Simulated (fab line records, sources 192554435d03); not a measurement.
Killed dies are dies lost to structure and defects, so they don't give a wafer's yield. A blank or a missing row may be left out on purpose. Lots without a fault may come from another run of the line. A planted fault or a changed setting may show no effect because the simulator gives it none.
Chamber matching | flow n5_finfet | N5_SDB_DESCUM_16 on rie_diel-01: 4 sister chambers
The step chemistry O2, time 7.9 s. 16 wafers are shown with their chamber, then 8 later ones without.

WAFERS WITH THEIR CHAMBER
wafer  | chamber | showerhead_plenum_p_Torr (Torr) | drypump_motor_current_A (A) | oes_product_au (a.u.)
L078.1 | 0       | 2.22                            | 5.1                         | 0.87
L078.2 | 3       | 2.05                            | 6.1                         | 0.71
L078.3 | 1       | 2.04                            | 5.3                         | 0.73
L082.1 | 0       | 2.22                            | 5.2                         | 0.85
L082.3 | 3       | 2.04                            | 6.2                         | 0.70
L082.4 | 1       | 2.04                            | 5.3                         | 0.72
L083.3 | 2       | 2.06                            | 5.6                         | 0.90
L083.5 | 3       | 2.04                            | 6.1                         | 0.70
L083.6 | 0       | 2.22                            | 5.2                         | 0.86
L087.2 | 0       | 2.22                            | 5.2                         | 0.86
L087.4 | 2       | 2.06                            | 5.6                         | 0.89
L087.6 | 2       | 2.06                            | 5.6                         | 0.89
L088.2 | 2       | 2.06                            | 5.6                         | 0.88
L088.4 | 1       | 2.04                            | 5.3                         | 0.71
L088.6 | 3       | 2.04                            | 6.1                         | 0.69
L089.1 | 1       | 2.03                            | 5.3                         | 0.71

SIGNATURES (means of the wafers above)
reading                  | chamber 0 | chamber 1 | chamber 2 | chamber 3 | scatter within a chamber
showerhead_plenum_p_Torr | 2.2200    | 2.0375    | 2.0600    | 2.0425    | 0.00354
drypump_motor_current_A  | 5.175     | 5.300     | 5.600     | 6.125     | 0.0354
oes_product_au           | 0.8600    | 0.7175    | 0.8900    | 0.7000    | 0.00854
Rule: a wafer's distance from a chamber is the root of the sum, over the readings, of the square of ((its reading less the chamber's mean) divided by the reading's scatter). The wafer belongs to the nearest chamber; if the next one is less than 2 further off, it can't be placed. The scatter: the root of (the sum of the squares of (reading less its chamber's mean) over the shown wafers, divided by (wafers less chambers)).

WAFERS WITHOUT THEIR CHAMBER
wafer  | showerhead_plenum_p_Torr (Torr) | drypump_motor_current_A (A) | oes_product_au (a.u.)
L089.3 | 2.22                            | 5.2                         | 0.84
L089.6 | 2.04                            | 6.2                         | 0.69
L092.2 | 2.04                            | 6.1                         | 0.69
L092.3 | 2.06                            | 5.6                         | 0.87
L092.5 | 2.04                            | 6.1                         | 0.69
L094.2 | 2.03                            | 6.1                         | 0.68
L094.4 | 2.05                            | 5.6                         | 0.87
L094.5 | 2.21                            | 5.2                         | 0.83

WHICH CHAMBER EACH WENT THROUGH
wafer  | from the rows above | in truth
L089.3 | 0                   | 0
L089.6 | 3                   | 3
L092.2 | 3                   | 3
L092.3 | 2                   | 2
L092.5 | 3                   | 3
L094.2 | 3                   | 3
L094.4 | 2                   | 2
L094.5 | 0                   | 0
Placed correctly: 8 of 8. Can't be placed from these rows: 0. Placed wrongly: 0.
